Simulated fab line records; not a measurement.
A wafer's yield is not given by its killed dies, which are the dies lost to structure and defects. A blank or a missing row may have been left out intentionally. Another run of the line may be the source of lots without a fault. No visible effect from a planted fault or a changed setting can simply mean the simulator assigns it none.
The tool behind it: which one?    flow nand_harc    11 lots, 33 wafers sampled, at 3 steps of a route of 1159

## WHAT EACH GAUGE READ, for each wafer
NHARC_A_SGD_CUT_INSPECT_25.
lot   measured      on                 raw_defect_count
L801  day 13 12:02  defect_inspect-02  238 274 288
L802  day 14 02:47  defect_inspect-01  210 317 583
L806  day 15 10:31  defect_inspect-02  258 449 396
L808  day 15 10:36  defect_inspect-02  405 243 290
L810  day 16 06:30  defect_inspect-01  462 262 222
L814  day 17 00:53  defect_inspect-01  467 320 368
L818  day 18 10:50  defect_inspect-02  1173 1274 1086
L821  day 19 08:58  defect_inspect-01  1204 1166 1213
L824  day 19 08:57  defect_inspect-02  242 279 289
L823  day 19 13:01  defect_inspect-02  259 354 398
L822  day 19 16:35  defect_inspect-02  420 506 280

## EACH LOT AND THE TOOL THAT RAN IT (in order: tool; ch and the chambers of the sampled wafers; start)
lot   NHARC_A_STAIRCASE_DESCUM_443        NHARC_A_SGD_CUT_ETCHBACK_24
L801  rie_diel-06 ch 1,2,3, day 13 01:46  rie_diel-10 ch 0,1,2, day 13 11:48
L802  rie_diel-06 ch 0,1,2, day 13 14:26  rie_diel-07 ch 1,3, day 14 02:32
L806  rie_diel-06 ch 0,3, day 14 22:07    rie_diel-11 ch 0,1,2, day 15 10:16
L808  rie_diel-06 ch 1,2,3, day 14 23:39  rie_diel-07 ch 0,1,2, day 15 10:17
L810  rie_diel-13 ch 0,2, day 15 18:15    rie_diel-07 ch 1,3, day 16 06:16
L814  rie_diel-02 ch 2,3, day 16 12:40    rie_diel-07 ch 0,1,3, day 17 00:40
L818  rie_diel-02 ch 1,2,3, day 17 19:58  rie_diel-07 ch 2,3, day 18 10:35
L821  rie_diel-13 ch 0,3, day 18 18:49    rie_diel-07 ch 2,3, day 19 08:41
L824  rie_diel-02 ch 0,1,3, day 18 18:59  rie_diel-10 ch 1,2,3, day 19 08:43
L823  rie_diel-06 ch 0,1, day 18 23:26    rie_diel-10 ch 0,2, day 19 12:47
L822  rie_diel-13 ch 0,1,3, day 19 04:22  rie_diel-11 ch 2,3, day 19 16:21
- NHARC_A_STAIRCASE_DESCUM_443: chemistry O2, time 3 s.
- NHARC_A_SGD_CUT_ETCHBACK_24: etches the open film in CH3F/O2, target depth 50 nm, time 92.857 s.

## THE ANSWER, worked out from the rows above alone
Rule: the lots themselves supply what counts as usual. Put in order of their means at a reading, lots are off if they are a third of the lots or fewer, leave a main group of 4 or more, and stand apart from it by a gap of 3 or more times the standard deviation of the main group's means; of several such gaps the widest counts. The tables above print the reading to a certain number of digits; a main group whose means all agree to those digits is not used. Also off: a lot with no number at a reading for which 4 or more lots have one. Where the step has rows for the other lots, those lots are counted as sound.
Off, at NHARC_A_SGD_CUT_INSPECT_25 on raw_defect_count: L818, L821. The main group: mean 336, standard deviation 46.
A tool fits if, at a process step before that reading, it ran every lot that is off, and no sound lot after the first of them. Those tools and the gauges at NHARC_A_SGD_CUT_INSPECT_25 are tried in the same way. One candidate fits, namely rie_diel-07 at NHARC_A_SGD_CUT_ETCHBACK_24. Its last sound lot is L814 (day 17 00:40), its first lot that is off L818 (day 18 10:35): a fault that began between those two fits.

## WHAT HAD BEEN PUT IN BY THE SIMULATOR
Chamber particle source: rie_diel-07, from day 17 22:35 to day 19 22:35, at NHARC_A_SGD_CUT_ETCHBACK_24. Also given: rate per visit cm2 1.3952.
Lots struck among those shown: L818, L821. The same result came from the rule above.
